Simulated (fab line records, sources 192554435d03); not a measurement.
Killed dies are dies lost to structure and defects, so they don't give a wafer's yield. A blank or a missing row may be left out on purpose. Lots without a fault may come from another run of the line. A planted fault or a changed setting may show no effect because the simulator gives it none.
A struck lot beside a sound one | flow n5_finfet | 37 steps out of a route of 1938
Sound: wafers L230.1, L230.3, L230.4. Struck: wafers L219.2, L219.3, L219.5. The cause comes at the end.
At each step with rows: each side's tool, then ch and its chambers, then its first start. Under that, the readings that differ: sound wafers | struck wafers | difference of the means | sigmas: that difference in standard deviations of wafers without a fault.
alike: readings whose means differ by less than 2 such deviations, and words and numbers that are the same on both sides. not compared: withheld readings, readings that some wafer has no value for, bounds like >300 that may hide the same value, and numbers for which the record gives no deviation and whose values overlap.
The two part at a step that has a row with sigmas, a row that says differs or no value, or rows on one side only. Numbers that don't overlap but have no deviation are shown without sigmas and don't part them. A reading that every wafer of one side lacks parts them only if that side has two wafers or more.

first, 9 steps without rows for these wafers: N5_BEOL_M4_ANNEAL_95 (time 240 s); N5_BEOL_M4_SPUTTER_96 (material Cu, target thk 4.5 nm, time 8.29 s); N5_BEOL_M4_ECD_50 (material Cu, target thk 300 nm); N5_BEOL_M4_ANNEAL_51 (time 90 s); N5_BEOL_M4_CMP_52 (polishes, stops on SiOC, t overpolish 6.8 s, target thk 40 nm); N5_BEOL_M4_PRE_CLEAN_60 (time 15 s); N5_BEOL_M4_CO_CAP_55 (material Co, precursor CCTBA/H2, target thk 2 nm, time 102.1 s); N5_BEOL_M4_PRE_CLEAN_56 (time 15 s); N5_BEOL_M4_DEP_57 (deposits SiCN from 3MS/NH3, target thk 8 nm, time 14 s).
N5_BEOL_M4_RC_MEAS_101:
  sound on prober-01 ch 0, day 15 08:10; struck on prober-02 ch 0, day 12 12:58
  alike: DIBL_N, DIBL_P, IOFF_N, IOFF_P, ION_N, ION_P, SS_N, SS_P, VT_N, VT_P
then, 24 steps without rows for these wafers: N5_BEOL_M5_ILD_DEP_00 (deposits SiCOH lowk from DEMS/porogen, target thk 140.64 nm, time 25.9 s); N5_BEOL_M5_CURE_79 (cures SiCOH lowk, time 240 s); N5_BEOL_M5_PECVD_70 (deposits SiO2 from TEOS/O2, target thk 16 nm, time 18 s); N5_BEOL_M5_HM_DEP_02 (deposits TiN, target thk 20 nm); N5_BEOL_M5_COAT_59 (time 60 s, resist thk 60 nm); N5_BEOL_M5_COAT_60 (time 60 s, resist thk 12 nm); N5_BEOL_M5_COAT_71 (time 60 s, resist thk 5 nm); N5_BEOL_M5_COAT_05 (resist thk 30 nm); N5_BEOL_M5_EBR_07; N5_BEOL_M5_SOFTBAKE_06 (time 60 s); N5_BEOL_M5_EXPOSE_08 (exposes mask M5, target cd 28 nm); N5_BEOL_M5_PEB_09 (peb time 60 s); N5_BEOL_M5_DEVELOP_10 (develop time 30 s); N5_BEOL_M5_DESCUM_16 (chemistry O2, time 7 s); N5_BEOL_M5_ETCH_72 (etches underlayer in N2/H2, target depth 6.5 nm, time 5.2 s); N5_BEOL_M5_ETCH_61 (etches SiARC in CF4, target depth 15.6 nm, time 26 s); N5_BEOL_M5_ETCH_62 (etches SOC in N2/H2, target depth 75 nm, overetch 15 nm, time 112.5 s); N5_BEOL_M5_STRIP_63 (strips in N2/H2); N5_BEOL_M5_STRIP_73 (strips in N2/H2); N5_BEOL_M5_STRIP_64 (strips in CF4); N5_BEOL_M5_HM_OPEN_17 (chemistry Cl2/BCl3, target TiN, target depth 20 nm, overetch 6 nm); N5_BEOL_M5_STRIP_19 (strips in O2); N5_BEOL_M5_COAT_65 (time 60 s, resist thk 60 nm); N5_BEOL_M5_COAT_66 (time 60 s, resist thk 12 nm).
N5_BEOL_M5_ETCH_68: etches SOC in N2/H2, target depth 80 nm, overetch 16 nm, time 120 s.
  sound on rie_diel-02 ch 1,2,3, day 15 15:10; struck on rie_diel-02 ch 0,2,3, day 12 18:20
  no value came back on the struck wafers for any of 8 readings (bias_w (W), chamber_pressure_mTorr (mTorr) and others); on the sound wafers bias_w (W) reads 150.4 150.2 149.4
  reading                                         | sound       | struck       | difference | sigmas
  model.CAR-EUV_of_BEOL_M5_COAT_22.thk_nm (nm)    | 0 0 0       | 11 11.2 11.2 | +11        |
  model.SiARC_of_BEOL_M5_COAT_66.thk_nm (nm)      | 6.2 6.4 6.2 | 12 12 12     | +6         |
  model.underlayer_of_BEOL_M5_COAT_74.thk_nm (nm) | 0 0 0       | 5 5 5        | +5         |
  not compared: rf_hours_counter_h
N5_BEOL_M5_VIA_ETCH_34: etches SiCOH lowk in C4F6/O2, target depth 88.3 nm, time 39.2 s.
  sound on rie_diel-02 ch 1,2,3, day 15 15:16; struck on rie_diel-02 ch 0,2,3, day 12 18:27
  reading               | sound          | struck         | difference | sigmas
  oes_product_au (a.u.) | 0.75 0.82 0.82 | 0.34 0.32 0.29 | -0.48      | -5
  alike: C4F6_flow_sccm, O2_flow_sccm, drypump_motor_current_A, rf_vpp_V, showerhead_plenum_p_Torr, throttle_valve_pct
  not compared: rf_hours_counter_h
-- the record jumps here: 4 days lie between the struck wafers' starts before and after (it left off in module BEOL_M5 and takes up again in module PASSIVATION, whose first step shown is number 1936 of the route) --
N5_PASSIVATION_PROBE_49:
  sound on prober-01, day 19 19:29; struck on prober-01, day 16 15:55
  reading                  | sound          | struck         | difference | sigmas
  defect_limited_yield (%) | 93.6 91.9 93.2 | 0 0 0          | -93        | -66
  killed_at_M4_up          | 14 13 13       | 1104 1077 1112 | +1084      | +99 or more
  killed_dies              | 75 95 80       | 1180 1180 1180 | +1097      | +65
  killed_on_rim            | 8 10 10        | 152 152 152    | +143       | +36
  sort_bin_5_function (%)  | 3.5 4.4 4.4    | 97.5 95.3 96.9 | +92.5      | +95
  sort_n_pass              | 1105 1085 1100 | 0 0 0          | -1097      | -65
  sort_yield_pct (%)       | 93.6 91.9 93.2 | 0 0 0          | -93        | -66
  alike: killed_at_M0_to_M3, killed_at_contacts, killed_at_front_end, killed_at_other, killed_open, killed_short, sort_bin_6_memory

WHERE THEY PART
First at N5_BEOL_M5_ETCH_68; last, within this record, at N5_PASSIVATION_PROBE_49.

WHY: what the simulator had put in
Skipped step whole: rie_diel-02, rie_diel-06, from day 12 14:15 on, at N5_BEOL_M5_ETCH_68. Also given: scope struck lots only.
